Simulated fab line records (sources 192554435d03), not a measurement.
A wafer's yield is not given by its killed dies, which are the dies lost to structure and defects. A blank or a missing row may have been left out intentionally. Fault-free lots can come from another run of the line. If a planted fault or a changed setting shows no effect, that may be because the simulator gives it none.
Which tool was responsible? / flow n5 finfet / 30 wafers from 10 lots sampled at 3 of the route's 1938 steps

== WHAT THE GAUGES SHOWED, per wafer ==
N5_BEOL_M8_OVL_MEAS_12.
lot=L324; measured=day 11 01:58; on=overlay-01; M8_OVL (nm)=-1.6 -0.8 -1.1
lot=L325; measured=day 11 05:24; on=overlay-01; M8_OVL (nm)=0.2 0.8 1.2
lot=L326; measured=day 11 22:58; on=overlay-01; M8_OVL (nm)=11.3 12.0 10.6
lot=L330; measured=day 12 09:47; on=overlay-02; M8_OVL (nm)=11.7 11.4 12.4
lot=L335; measured=day 12 16:56; on=overlay-02; M8_OVL (nm)=0.1 -0.4 0.6
lot=L334; measured=day 13 16:16; on=overlay-02; M8_OVL (nm)=-0.4 -0.2 0.2
lot=L337; measured=day 14 08:42; on=overlay-01; M8_OVL (nm)=0.5 1.0 0.4
lot=L340; measured=day 15 04:05; on=overlay-02; M8_OVL (nm)=-0.9 -0.7 0.3
lot=L342; measured=day 15 11:19; on=overlay-01; M8_OVL (nm)=0.5 1.2 1.0
lot=L344; measured=day 16 03:38; on=overlay-01; M8_OVL (nm)=0.2 1.5 0.6

== WHAT TOOL EACH LOT RAN ON (gives the tool, then ch and the chambers of the sampled wafers, and finally the start) ==
lot=L324; N5_BEOL_M7_CMP_52=cmp-04 ch 0,1,2, day 11 00:05; N5_BEOL_M8_EXPOSE_08=arfi scanner-02 ch 0, day 11 01:48
lot=L325; N5_BEOL_M7_CMP_52=cmp-03 ch 2,3, day 11 02:14; N5_BEOL_M8_EXPOSE_08=arfi scanner-01 ch 0, day 11 05:15
lot=L326; N5_BEOL_M7_CMP_52=cmp-01 ch 1,2, day 11 20:43; N5_BEOL_M8_EXPOSE_08=arfi scanner-02 ch 0, day 11 22:49
lot=L330; N5_BEOL_M7_CMP_52=cmp-04 ch 0,1,3, day 12 07:37; N5_BEOL_M8_EXPOSE_08=arfi scanner-02 ch 0, day 12 09:37
lot=L335; N5_BEOL_M7_CMP_52=cmp-03 ch 0,1, day 12 14:44; N5_BEOL_M8_EXPOSE_08=arfi scanner-01 ch 0, day 12 16:47
lot=L334; N5_BEOL_M7_CMP_52=cmp-04 ch 0,1,3, day 13 12:01; N5_BEOL_M8_EXPOSE_08=arfi scanner-01 ch 0, day 13 16:07
lot=L337; N5_BEOL_M7_CMP_52=cmp-03 ch 0,1,3, day 14 04:07; N5_BEOL_M8_EXPOSE_08=arfi scanner-01 ch 0, day 14 08:32
lot=L340; N5_BEOL_M7_CMP_52=cmp-04 ch 1,2,3, day 15 01:33; N5_BEOL_M8_EXPOSE_08=arfi scanner-01 ch 0, day 15 03:56
lot=L342; N5_BEOL_M7_CMP_52=cmp-04 ch 0,1,3, day 15 05:13; N5_BEOL_M8_EXPOSE_08=arfi scanner-03 ch 0, day 15 11:10
lot=L344; N5_BEOL_M7_CMP_52=cmp-04 ch 1,2,3, day 16 00:20; N5_BEOL_M8_EXPOSE_08=arfi scanner-01 ch 0, day 16 03:28
- N5_BEOL_M7_CMP_52: polishes, stops on SiCOH lowk, t overpolish 6.9 s, target thk 80 nm.
- N5_BEOL_M8_EXPOSE_08: exposes mask M8.

== THE ANSWER, worked out from the rows above alone ==
Rule: usual is defined by the lots themselves. Put in order of their means at a reading, lots are off if they are a third of the lots or fewer, leave a main group of 4 or more, and stand apart from it by a gap of 3 or more times the standard deviation of the main group's means; of several such gaps the widest counts. A main group whose means are all the same, to the digits that the tables above print for the reading, isn't used. Also off: a lot with no number at a reading for which 4 or more lots have one. Where the step has rows for the other lots, those lots are counted as sound.
Off: at N5_BEOL_M8_OVL_MEAS_12 (M8_OVL), L326, L330. Main group: mean 0.2 nm, sd 0.68.
If a tool, at a process step before that reading, ran all the lots that are off and no sound lot after the first of them, it fits. Those tools and the gauges at N5_BEOL_M8_OVL_MEAS_12 are tried in the same way. One fits: N5_BEOL_M8_EXPOSE_08 on arfi scanner-02. Its last sound lot is L324 (day 11 01:48), its first lot that is off L326 (day 11 22:49): a fault that began between those two fits.

== WHAT THE SIMULATOR HAD INSERTED ==
Scanner matching overlay: arfi scanner-02, from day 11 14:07 on, at N5_BEOL_M8_EXPOSE_08. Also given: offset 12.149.
Struck lots among those shown: L326, L330. The rule given above showed the same thing.
